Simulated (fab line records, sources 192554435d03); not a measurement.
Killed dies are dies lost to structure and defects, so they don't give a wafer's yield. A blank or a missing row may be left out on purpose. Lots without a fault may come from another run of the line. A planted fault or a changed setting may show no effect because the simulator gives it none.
Split-lot experiment | flow n5_finfet | 7 lots, 21 wafers read, on a route of 1938 steps

THE SPLIT
At N5_GATE_CUT_EXPOSE_10 (exposes mask GATE CUT, target cd 20 nm), the setting dose_mj was moved away from the recipe's 43.25 on 9 of the 21 wafers read, by -6.8% to +4.0%. The other wafers ran this setting at the recipe's value.

FROM THE SPLIT TO THE READING: what the file shows between them, 2 steps
- N5_GATE_CUT_PEB_11: peb time 60 s
- N5_GATE_CUT_DEVELOP_12: develop time 30 s

THE READING
cd_nm, in nm, at N5_GATE_CUT_CD_MEAS_13 (target cd 20 nm). Fault-free wafers of this fab line usually give 20.04 nm, standard deviation 0.27 nm.

wafer  | tool, chamber at the split | dose_mj as run | against the recipe | cd_nm, nm | against lot-mates on the recipe
L075.2 | euv_scanner-02, 0          | 43.25          | recipe             | 20.23     | -
L075.5 | euv_scanner-02, 0          | 43.25          | recipe             | 20.37     | -
L075.6 | euv_scanner-02, 0          | 43.25          | recipe             | 20.17     | -
L076.4 | euv_scanner-01, 0          | 43.25          | recipe             | 19.92     | -
L076.5 | euv_scanner-01, 0          | 44.99          | +4.0%              | 20.77     | +0.92
L076.6 | euv_scanner-01, 0          | 43.25          | recipe             | 19.78     | -
L081.2 | euv_scanner-02, 0          | 43.25          | recipe             | 20.40     | -
L081.3 | euv_scanner-02, 0          | 40.32          | -6.8%              | 18.57     | -1.83
L081.4 | euv_scanner-02, 0          | 40.32          | -6.8%              | 18.64     | -1.76
L082.1 | euv_scanner-02, 0          | 41.51          | -4.0%              | 18.84     | -1.30
L082.3 | euv_scanner-02, 0          | 43.25          | recipe             | 20.14     | -
L082.5 | euv_scanner-02, 0          | 41.51          | -4.0%              | 19.00     | -1.14
L083.4 | euv_scanner-01, 0          | 40.89          | -5.5%              | 18.89     | -1.36
L083.5 | euv_scanner-01, 0          | 40.89          | -5.5%              | 19.05     | -1.20
L083.6 | euv_scanner-01, 0          | 43.25          | recipe             | 20.25     | -
L096.2 | euv_scanner-02, 0          | 43.25          | recipe             | 20.07     | -
L096.3 | euv_scanner-02, 0          | 43.25          | recipe             | 20.55     | -
L096.4 | euv_scanner-02, 0          | 43.25          | recipe             | 19.98     | -
L097.2 | euv_scanner-01, 0          | 43.25          | recipe             | 19.51     | -
L097.3 | euv_scanner-01, 0          | 40.31          | -6.8%              | 18.23     | -1.28
L097.5 | euv_scanner-01, 0          | 40.31          | -6.8%              | 17.96     | -1.55

THE FIT
A straight line over all 21 wafers: cd_nm changes by +0.242 nm for each +1% of dose_mj; r = +0.94; the points scatter about the line by 0.28 nm.
The same after taking each lot's own level away (the mean of its wafers on the recipe; 21 wafers): +0.24 nm for each +1%; r = +0.98; scatter 0.17 nm.
On that fit, the largest move of dose_mj shifts the reading by 1.6 nm.
The lots' own levels span 19.510 to 20.400 nm, that is 3.3 times the standard deviation above.
So the lot-to-lot level changes the slope little: the two slopes agree.
Check: with one of the wafers moved furthest among these (-6.8%) left out of the fit, the line predicts -1.72 nm for it against its lot-mates. It came out at -1.28 nm against them.

THE WHOLE CHAIN: every reading that the file lists as answering this split, in the file's order
step                   | what it does                                                | reading                                                         | change (the file's fit)               | r (the file's)
N5_GATE_CUT_CD_MEAS_13 | target cd 20 nm                                             | cd_nm                                                           | +0.242 nm for each +1% of the setting | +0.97
N5_GATE_CUT_DESCUM_18  | chemistry O2, time 7 s                                      | GATE_CUT.cd_nm (the simulator's own value, which no gauge read) | +0.231 nm for each +1% of the setting | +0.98
N5_GATE_CUT_ETCH_28    | etches underlayer in N2/H2, target depth 13 nm, time 10.4 s | GATE_CUT.cd_nm (the simulator's own value, which no gauge read) | +0.248 nm for each +1% of the setting | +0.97
N5_GATE_CUT_ETCH_36    | etches SiARC in CF4, target depth 13 nm, time 21.7 s        | GATE_CUT.cd_nm (the simulator's own value, which no gauge read) | +0.237 nm for each +1% of the setting | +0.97
N5_GATE_CUT_ETCH_47    | etches SiO2 in Cl2/BCl3, target depth 10 nm                 | GATE_CUT.cd_nm (the simulator's own value, which no gauge read) | +0.289 nm for each +1% of the setting | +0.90

THE FILE'S OWN FIT
cd_nm changes by +0.242 nm for each +1% of dose_mj, r = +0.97.
